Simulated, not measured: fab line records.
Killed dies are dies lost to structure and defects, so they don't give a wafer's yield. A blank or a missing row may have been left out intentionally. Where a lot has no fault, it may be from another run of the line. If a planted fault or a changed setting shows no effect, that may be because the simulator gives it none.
Split-lot study	flow n5 finfet	on a route of 1938 steps: 7 lots, 21 wafers read

ABOUT THE SPLIT
At N5_FIN_CUT_EXPOSE_05 (exposes mask FIN CUT), the setting dose mj was moved away from the recipe's 45.75 on 10 of the 21 wafers read, by -3.2% to +6.6%. This setting was run at the recipe's value on the other wafers.

FROM THE SPLIT TO THE READING: what the file shows between them, 2 steps
- N5_FIN_CUT_PEB_06: peb time 60 s
- N5_FIN_CUT_DEVELOP_07: develop time 30 s

THE READING
At N5_FIN_CUT_CD_MEAS_08: cd nm in nanometres, against a target cd of 29.1 nm. On this fab line, fault-free wafers typically give 29.10 nm with a standard deviation of 0.21 nm.

wafer	tool, chamber at the split	dose mj as run	against the recipe	cd nm, nm	against lot-mates on the recipe
L075.2	euv scanner-01, 0	45.75	recipe	29.18	-
L075.3	euv scanner-01, 0	47.9	+4.7%	29.86	+0.87
L075.6	euv scanner-01, 0	45.75	recipe	28.81	-
L079.3	euv scanner-01, 0	44.29	-3.2%	28.59	no lot-mate on the recipe
L079.4	euv scanner-01, 0	44.29	-3.2%	28.33	no lot-mate on the recipe
L079.6	euv scanner-01, 0	44.29	-3.2%	28.37	no lot-mate on the recipe
L081.1	euv scanner-02, 0	45.75	recipe	29.32	-
L081.2	euv scanner-02, 0	45.75	recipe	29.03	-
L081.4	euv scanner-02, 0	45.75	recipe	29.32	-
L088.1	euv scanner-01, 0	47.02	+2.8%	29.40	+0.47
L088.2	euv scanner-01, 0	47.02	+2.8%	29.38	+0.45
L088.4	euv scanner-01, 0	45.75	recipe	28.93	-
L091.2	euv scanner-02, 0	48.77	+6.6%	30.27	+1.22
L091.4	euv scanner-02, 0	48.77	+6.6%	30.48	+1.43
L091.6	euv scanner-02, 0	45.75	recipe	29.05	-
L095.1	euv scanner-01, 0	45.75	recipe	29.10	-
L095.3	euv scanner-01, 0	45.75	recipe	29.05	-
L095.4	euv scanner-01, 0	45.75	recipe	28.80	-
L096.4	euv scanner-01, 0	44.37	-3.0%	28.69	-0.73
L096.5	euv scanner-01, 0	45.75	recipe	29.42	-
L096.6	euv scanner-01, 0	44.37	-3.0%	28.72	-0.70

FIT RESULTS
A straight line over all 21 wafers: cd nm changes by +0.179 nm for each +1% of dose mj; r = +0.94; the points scatter about the line by 0.19 nm.
The same after taking each lot's own level away (the mean of its wafers on the recipe; 18 wafers): +0.203 nm for each +1%; r = +0.98; scatter 0.12 nm.
Per that fit: largest dose mj move, reading shift of 1.3 nm.
From 28.930 to 29.420 nm: that is the span of the lots' own levels, equal to 2.3 times the standard deviation above.
In other words, the slope is changed by the lot-to-lot level; the two fits disagree.
Check: +1.35 nm against its lot-mates is what the line predicts for one of the wafers moved furthest among these (+6.6%) when that wafer is left out of the fit. It came out at +1.22 nm against them.

OTHER SPLITS ON THESE WAFERS
Before the reading, these wafers also passed through other splits. Each is held against what the fit with the lots' levels taken away leaves over:
other split on the same wafers	wafers away from the commonest value	r with cd nm (lot level and that fit taken away)
N5_WELL_APT_COAT_02 spin rpm	8	-0.02
N5_PMOS_HMC_CHANNEL_EPI_ETCH_32 bias w	7	+0.04
N5_FIN_SAQP_PECVD_06 time s	8	+0.13
N5_FIN_SAQP_PEB_14 peb time s	8	+0.37
N5_FIN_CUT_COAT_18 spin rpm	9	+0.18

THE WHOLE CHAIN: every reading that the file lists as answering this split, in the file's order
step	what it does	reading	change (the file's fit)	r (the file's)
N5_FIN_CUT_CD_MEAS_08	target cd 29.1 nm	cd nm	+0.197 nm for each +1% of the setting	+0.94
N5_FIN_CUT_ETCH_30	etches underlayer in N2/H2, target depth 13 nm, time 10.4 s	FIN_CUT.cd offset nm (the simulator's own value, which no gauge read)	+0.168 nm for each +1% of the setting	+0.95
N5_FIN_CUT_ETCH_20	etches SiARC in CF4, target depth 26 nm, time 43.3 s	FIN_CUT.cd offset nm (the simulator's own value, which no gauge read)	+0.162 nm for each +1% of the setting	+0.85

THE FILE'S OWN FIT
cd nm changes by +0.197 nm for each +1% of dose mj, r = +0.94.
